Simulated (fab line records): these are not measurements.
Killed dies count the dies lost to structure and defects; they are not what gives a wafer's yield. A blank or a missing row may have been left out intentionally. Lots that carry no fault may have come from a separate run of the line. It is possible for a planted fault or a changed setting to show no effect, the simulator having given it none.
One fault seen from 3 desks -- flow n5_finfet -- every desk sees just its own numbers, and what lay behind them comes last

== FOR THE TOOL OWNER'S DESK: rie_diel-01 ==
The tool's own readings at N5_BEOL_M3_ETCH_70 (etches SOC in N2/H2, target depth 80 nm, overetch 16 nm, time 120 s): means of the sampled wafers that have a number, for each lot that ran on this tool. The brackets show how far a lot's mean lies from the usual mean; more than 4 standard deviations puts the lot out of limits, marked OUT.
Columns: A = drypump_motor_current_A at N5_BEOL_M3_ETCH_70, usual 5.7 A; B = oes_product_au at N5_BEOL_M3_ETCH_70, usual 0.60 a.u.; C = rf_vpp_V at N5_BEOL_M3_ETCH_70, usual 524.1 V; D = run_length_s at N5_BEOL_M3_ETCH_70, usual 143.1 s; E = showerhead_plenum_p_Torr at N5_BEOL_M3_ETCH_70, usual 2.54 Torr; F = throttle_valve_pct at N5_BEOL_M3_ETCH_70, usual 17.80 %
lot,first seen here,A,B,C,D,E,F
L605,day 9 11:27,6.0,0.62,523.9,143.0,2.55,17.66
L607,day 9 23:26,6.2,0.75,526.0,121.6 (-45) OUT,2.56,17.59
L608,day 10 04:35,6.2,0.73,525.0,121.3 (-45) OUT,2.56,17.61
L609,day 10 12:23,5.4,0.70,523.6,114.5 (-60) OUT,2.55,17.90
This desk's verdict: out of limits on L607, L608, L609, starting with L607 at day 9 23:26 (run_length_s at N5_BEOL_M3_ETCH_70). L605: within limits.

== AT THE METROLOGY DESK ==
Lot by lot, what the gauges showed, no matter which tool ran the lot: averages of those sampled wafers that carry a number. The brackets show how far a lot's mean lies from the usual mean; more than 4 standard deviations puts the lot out of limits, marked OUT. Of its 12 readings 7 are shown: those that lie furthest out on some lot.
Columns: A = V2_OVL at N5_BEOL_M3_OVL_MEAS_29, usual 0.5 nm; B = DIBL_N at N5_BEOL_M4_RC_MEAS_101, usual 36.5 mV/V; C = IOFF_N at N5_BEOL_M4_RC_MEAS_101, usual 0.17 nA/um; D = ION_N at N5_BEOL_M4_RC_MEAS_101, usual 677 uA/um; E = ION_P at N5_BEOL_M4_RC_MEAS_101, usual 463 uA/um; F = SS_N at N5_BEOL_M4_RC_MEAS_101, usual 71.6 mV/dec; G = VT_N at N5_BEOL_M4_RC_MEAS_101, usual 249 mV
lot,first seen here,A,B,C,D,E,F,G
L604,day 9 03:21,0.9,37.4,0.18,685,466,71.5,247
L605,day 9 10:47,0.9,38.2,0.20,677,465,72.5,245
L607,day 9 20:38,-1.1,37.1,0.17,670,450,71.8,249
L608,day 10 02:13,0.8,37.5,0.20,678,458,71.7,246
L609,day 10 04:50,0.8,36.0,0.16,666,457,72.0,250
L617,day 12 15:05,-0.3,34.4,0.13,666,458,71.0,253
L620,day 12 23:44,0.5,36.8,0.15,661,457,71.8,253
This desk's finding: nothing out of limits on any of the 7 lots.

== THE DEFECT DESK ==
Lot by lot, what the route's inspections counted, given as the mean of those sampled wafers with a number. The brackets show how far a lot's mean lies from the usual mean; more than 4 standard deviations puts the lot out of limits, marked OUT.
Columns: A = raw_defect_count at N5_BEOL_M3_INSPECT_30, usual 461
lot,first seen here,A
L604,day 9 03:26,341
L605,day 9 10:53,650
L607,day 9 20:44,402
L608,day 10 02:17,293
L609,day 10 04:55,362
L617,day 12 15:12,465
L620,day 12 23:49,566
This desk's finding: nothing out of limits on any of the 7 lots.

== ALL TOGETHER ==
The tool owner's desk could have raised an alarm at day 9 23:26, on L607, L608, L609.
Nothing out of limits was seen by the metrology desk.
Nothing the defect desk looked at was out of limits.
The metrology desk has L607, L608, L609 on record, within its limits.
The defect desk has L607, L608, L609 on record, within its limits.
Every lot named ran N5_BEOL_M3_ETCH_70 on rie_diel-01.

== WHAT THE SIMULATOR PUT IN ==
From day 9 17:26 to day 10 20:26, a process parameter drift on rie_diel-01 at N5_BEOL_M3_ETCH_70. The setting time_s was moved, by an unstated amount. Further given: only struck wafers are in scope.
Lots struck among those shown: L607, L608, L609.
Delay in hours, fault start to first out-of-limits reading, by desk: the tool owner's desk at 6.
